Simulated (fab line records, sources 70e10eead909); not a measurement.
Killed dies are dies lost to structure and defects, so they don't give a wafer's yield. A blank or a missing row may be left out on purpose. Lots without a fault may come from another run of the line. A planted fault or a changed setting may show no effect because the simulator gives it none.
Which tool did it? | flow nand_harc | 24 lots, 72 wafers sampled, at 4 steps of a route of 1302

WHAT THE GAUGES READ, wafer by wafer
NHARC_A_BONDPAD_THK_MEAS_30: measures by ellipsometry. Usual: thk_nm 200.5 nm, standard deviation 1.6.
lot  | measured     | on            | thk_nm (nm)       | flag
L074 | day 22 23:15 | film_metro-01 | 202.0 201.5 199.5 |
L077 | day 23 14:42 | film_metro-02 | 199.2 199.4 198.3 |
L076 | day 23 18:16 | film_metro-02 | 203.3 199.0 202.8 |
L075 | day 23 22:29 | film_metro-01 | 202.4 199.4 201.0 |
L078 | day 24 14:06 | film_metro-02 | 201.6 202.8 200.9 |
L079 | day 24 15:21 | film_metro-02 | 201.4 201.6 201.8 |
L081 | day 25 11:02 | film_metro-01 | 198.2 199.0 199.9 |
L080 | day 25 12:30 | film_metro-01 | 200.2 202.6 201.0 |
L083 | day 26 04:31 | film_metro-01 | 201.2 200.4 201.3 |
L082 | day 26 05:00 | film_metro-02 | 200.6 199.4 200.4 |
L084 | day 27 04:02 | film_metro-02 | 201.6 198.5 200.2 |
L085 | day 27 06:41 | film_metro-01 | 198.9 200.5 200.4 |
L086 | day 28 06:13 | film_metro-01 | 199.2 202.1 199.5 |
L087 | day 28 10:38 | film_metro-01 | 200.4 200.5 201.1 |
L089 | day 29 07:19 | film_metro-02 | 199.0 201.1 199.9 |
L088 | day 29 11:06 | film_metro-02 | 198.5 198.4 201.6 |
L091 | day 29 14:44 | film_metro-02 | 198.7 201.9 200.9 |
L092 | day 29 15:38 | film_metro-02 | 202.9 201.8 201.5 |
L090 | day 29 19:05 | film_metro-02 | 199.2 198.4 201.3 |
L093 | day 30 21:48 | film_metro-01 | 200.8 198.8 201.5 |
L094 | day 31 03:00 | film_metro-01 | 198.9 199.2 200.2 |
L095 | day 31 12:32 | film_metro-01 | 200.9 197.0 201.6 |
L097 | day 32 18:55 | film_metro-01 | 200.7 200.4 201.8 |
L096 | day 32 20:12 | film_metro-02 | 202.1 201.5 200.3 |

WHICH TOOL RAN EACH LOT (tool, then ch and the chambers of the sampled wafers, then the start)
lot  | NHARC_A_M1_ETCH_35                 | NHARC_A_M1_PVD_20                       | NHARC_A_BONDPAD_CMP_29
L074 | rie_diel-06 ch 1,3, day 22 19:14   | pvd_sputter-02, day 22 23:01 or earlier | cmp-02 ch 0,2,3, day 22 23:01
L077 | rie_diel-06 ch 0,2,3, day 23 10:46 | pvd_sputter-02, day 23 14:30 or earlier | cmp-03 ch 0,2,3, day 23 14:30
L076 | rie_diel-06 ch 0,3, day 23 14:25   | pvd_sputter-01, day 23 18:01 or earlier | cmp-01 ch 0,2,3, day 23 18:01
L075 | rie_diel-06 ch 1,2, day 23 18:38   | pvd_sputter-03, day 23 22:15 or earlier | cmp-01 ch 1,3, day 23 22:15
L078 | rie_diel-06 ch 0,1,3, day 24 10:16 | pvd_sputter-03, day 24 13:53 or earlier | cmp-01 ch 0,1,3, day 24 13:53
L079 | rie_diel-06 ch 0,2,3, day 24 11:27 | pvd_sputter-01, day 24 15:06 or earlier | cmp-02 ch 0,1,3, day 24 15:06
L081 | rie_diel-06 ch 0,1,3, day 25 07:11 | pvd_sputter-02, day 25 10:49 or earlier | cmp-03 ch 0,1,3, day 25 10:49
L080 | rie_diel-06 ch 0,1,2, day 25 08:35 | pvd_sputter-03, day 25 12:18 or earlier | cmp-02 ch 0,1,3, day 25 12:18
L083 | rie_diel-06 ch 0,1,3, day 26 00:40 | pvd_sputter-03, day 26 04:19 or earlier | cmp-02 ch 1,2,3, day 26 04:19
L082 | rie_diel-06 ch 0,1, day 26 01:10   | pvd_sputter-01, day 26 04:46 or earlier | cmp-03 ch 2,3, day 26 04:46
L084 | rie_diel-06 ch 1,2,3, day 27 00:12 | pvd_sputter-03, day 27 03:47 or earlier | cmp-01 ch 2,3, day 27 03:47
L085 | rie_diel-09 ch 1,2, day 27 02:49   | pvd_sputter-01, day 27 06:26 or earlier | cmp-03 ch 2,3, day 27 06:26
L086 | rie_diel-06 ch 0,3, day 28 02:21   | pvd_sputter-02, day 28 05:58 or earlier | cmp-01 ch 0,1, day 28 05:58
L087 | rie_diel-12 ch 0,2,3, day 28 06:49 | pvd_sputter-03, day 28 10:26 or earlier | cmp-03 ch 0,1,3, day 28 10:26
L089 | rie_diel-12 ch 0,1,3, day 29 03:28 | pvd_sputter-03, day 29 07:05 or earlier | cmp-03 ch 1,2,3, day 29 07:05
L088 | rie_diel-06 ch 0,2,3, day 29 07:14 | pvd_sputter-02, day 29 10:53 or earlier | cmp-01 ch 0,1,3, day 29 10:53
L091 | rie_diel-06 ch 1,2,3, day 29 10:46 | pvd_sputter-01, day 29 14:31 or earlier | cmp-01 ch 0,1,3, day 29 14:31
L092 | rie_diel-06 ch 2,3, day 29 11:47   | pvd_sputter-02, day 29 15:23 or earlier | cmp-03 ch 0,1,2, day 29 15:23
L090 | rie_diel-06 ch 2,3, day 29 15:14   | pvd_sputter-01, day 29 18:50 or earlier | cmp-02 ch 1,3, day 29 18:50
L093 | rie_diel-12 ch 0,1,3, day 30 17:56 | pvd_sputter-02, day 30 21:32 or earlier | cmp-02 ch 2,3, day 30 21:32
L094 | rie_diel-12 ch 0,1,3, day 30 23:06 | pvd_sputter-01, day 31 02:48 or earlier | cmp-01 ch 0,1,2, day 31 02:48
L095 | rie_diel-09 ch 0,1,3, day 31 08:33 | pvd_sputter-01, day 31 12:17 or earlier | cmp-03 ch 0,1,3, day 31 12:17
L097 | rie_diel-06 ch 1,2,3, day 32 15:05 | pvd_sputter-01, day 32 18:41 or earlier | cmp-02 ch 1,2,3, day 32 18:41
L096 | rie_diel-12 ch 0,1, day 32 16:01   | pvd_sputter-01, day 32 19:59 or earlier | cmp-03 ch 0,1,2, day 32 19:59
- NHARC_A_M1_ETCH_35: etches the open film in N2/H2, target depth 40 nm, overetch 12 nm, time 43.94 s.
- NHARC_A_M1_PVD_20: deposits TaN, target thk 5 nm, time 8.06 s.
- NHARC_A_BONDPAD_CMP_29: polishes SiCN, target thk 200 nm.

WHAT THE TOOLS THEMSELVES READ (means of the sampled wafers that have a number; where no wafer has one, the mark that the record gives instead)
NHARC_A_M1_ETCH_35. Usual: drypump_motor_current_A 5.6 A, standard deviation 0.37; oes_product_au 0.999 a.u., standard deviation 0.01; rf_vpp_V 430.6 V, standard deviation 1.9; showerhead_plenum_p_Torr 2.04 Torr, standard deviation 0.061; throttle_valve_pct 14.171 %, standard deviation 0.0094.
lot  | tool        | drypump_motor_current_A (A) | oes_product_au (a.u.) | rf_vpp_V (V) | showerhead_plenum_p_Torr (Torr) | throttle_valve_pct (%) | flag
L074 | rie_diel-06 | 5.4                         | 0.988                 | 429.4        | 2.02                            | 14.177                 |
L077 | rie_diel-06 | 5.5                         | 0.993                 | 430.9        | 2.07                            | 14.167                 |
L076 | rie_diel-06 | 5.4                         | 0.990                 | 432.1        | 2.09                            | 14.169                 |
L075 | rie_diel-06 | 5.7                         | 0.999                 | 430.4        | 2.02                            | 14.169                 |
L078 | rie_diel-06 | 5.4                         | 0.999                 | 430.6        | 2.04                            | 14.176                 |
L079 | rie_diel-06 | 5.5                         | 0.983                 | 431.4        | 2.07                            | 14.169                 |
L081 | rie_diel-06 | 5.4                         | 0.997                 | 430.0        | 2.04                            | 14.172                 |
L080 | rie_diel-06 | 5.6                         | 1.001                 | 430.5        | 2.03                            | 14.170                 |
L083 | rie_diel-06 | 5.4                         | 0.988                 | 429.5        | 2.04                            | 14.181                 |
L082 | rie_diel-06 | 5.5                         | 0.997                 | 429.8        | 2.00                            | 14.169                 |
L084 | rie_diel-06 | 5.5                         | 0.998                 | 429.8        | 2.02                            | 14.179                 |
L085 | rie_diel-09 | 5.2                         | 0.998                 | 433.3        | 2.14                            | 14.174                 |
L086 | rie_diel-06 | 5.4                         | 0.997                 | 430.9        | 2.08                            | 14.171                 |
L087 | rie_diel-12 | 6.0                         | 1.009                 | 429.6        | 2.02                            | 14.174                 |
L089 | rie_diel-12 | 5.6                         | 1.007                 | 429.9        | 2.04                            | 14.172                 |
L088 | rie_diel-06 | 5.5                         | 0.989                 | 431.4        | 2.07                            | 14.167                 |
L091 | rie_diel-06 | 5.5                         | 0.995                 | 429.5        | 2.02                            | 14.180                 |
L092 | rie_diel-06 | 5.5                         | 0.988                 | 430.8        | 2.05                            | 14.158                 |
L090 | rie_diel-06 | 5.4                         | 0.992                 | 431.0        | 2.05                            | 14.164                 |
L093 | rie_diel-12 | 5.6                         | 1.019                 | 429.8        | 2.04                            | 14.175                 |
L094 | rie_diel-12 | 5.6                         | 1.015                 | 430.9        | 2.04                            | 14.170                 |
L095 | rie_diel-09 | 5.9                         | 1.004                 | 429.1        | 2.00                            | 14.171                 |
L097 | rie_diel-06 | 5.5                         | 0.988                 | 430.7        | 2.01                            | 14.170                 |
L096 | rie_diel-12 | 5.2                         | 1.012                 | 431.9        | 2.08                            | 14.164                 |

NHARC_A_M1_PVD_20. Usual: substrate_temp_c 50.00 C, standard deviation 0.12; throttle_valve_pct 30.4 %, standard deviation 0.76.
lot  | tool           | substrate_temp_c (C) | throttle_valve_pct (%) | flag
L074 | pvd_sputter-02 | 49.98                | 30.5                   |
L077 | pvd_sputter-02 | 50.13                | 30.5                   |
L076 | pvd_sputter-01 | 49.92                | 30.7                   |
L075 | pvd_sputter-03 | 50.01                | 30.3                   |
L078 | pvd_sputter-03 | 50.03                | 30.4                   |
L079 | pvd_sputter-01 | 50.07                | 30.5                   |
L081 | pvd_sputter-02 | 49.93                | 30.6                   |
L080 | pvd_sputter-03 | 50.03                | 30.1                   |
L083 | pvd_sputter-03 | 49.95                | 30.5                   |
L082 | pvd_sputter-01 | 49.87                | 29.7                   |
L084 | pvd_sputter-03 | 49.98                | 29.9                   |
L085 | pvd_sputter-01 | 49.90                | 30.7                   |
L086 | pvd_sputter-02 | 49.80                | 30.0                   |
L087 | pvd_sputter-03 | 50.07                | 30.6                   |
L089 | pvd_sputter-03 | 50.01                | 29.9                   |
L088 | pvd_sputter-02 | 49.96                | 30.5                   |
L091 | pvd_sputter-01 | 49.99                | 30.5                   |
L092 | pvd_sputter-02 | 49.95                | 30.4                   |
L090 | pvd_sputter-01 | 49.91                | 30.3                   |
L093 | pvd_sputter-02 | 50.08                | 30.2                   |
L094 | pvd_sputter-01 | 50.01                | 30.4                   |
L095 | pvd_sputter-01 | 50.07                | 30.6                   |
L097 | pvd_sputter-01 | 50.19                | 30.6                   |
L096 | pvd_sputter-01 | 50.07                | 30.5                   |

NHARC_A_BONDPAD_CMP_29. Usual: motor_current_A 11.8 A, standard deviation 1.2.
lot  | tool   | motor_current_A (A) | flag
L074 | cmp-02 | 12.5                |
L077 | cmp-03 | 11.9                |
L076 | cmp-01 | 11.6                |
L075 | cmp-01 | 12.0                |
L078 | cmp-01 | 11.3                |
L079 | cmp-02 | 11.4                |
L081 | cmp-03 | 11.6                |
L080 | cmp-02 | 11.4                |
L083 | cmp-02 | 12.2                |
L082 | cmp-03 | 11.4                |
L084 | cmp-01 | 12.0                |
L085 | cmp-03 | 11.6                |
L086 | cmp-01 | 11.5                |
L087 | cmp-03 | 11.5                |
L089 | cmp-03 | 10.9                |
L088 | cmp-01 | 11.8                |
L091 | cmp-01 | 11.2                |
L092 | cmp-03 | 12.2                |
L090 | cmp-02 | 12.4                |
L093 | cmp-02 | 13.8                |
L094 | cmp-01 | 11.8                |
L095 | cmp-03 | 11.4                |
L097 | cmp-02 | 12.4                |
L096 | cmp-03 | 11.8                |

THE ANSWER, worked out from the rows above alone
Rule: a lot is off if the mean of its wafers that have a number lies more than 3 standard deviations from the usual mean. A lot without any number at a reading at which 4 lots or more have one is off too. The other lots that the step has rows for count as sound. The gauges are gone through in route order, then the tools' own readings, and for those a lot's mean is taken as printed above. The first step at which some lot is off is used, and at that step the reading that is off furthest; a lot without a number counts as furthest.
No lot is off at any reading shown: from this, nothing can be told.

WHAT THE SIMULATOR HAD PUT IN
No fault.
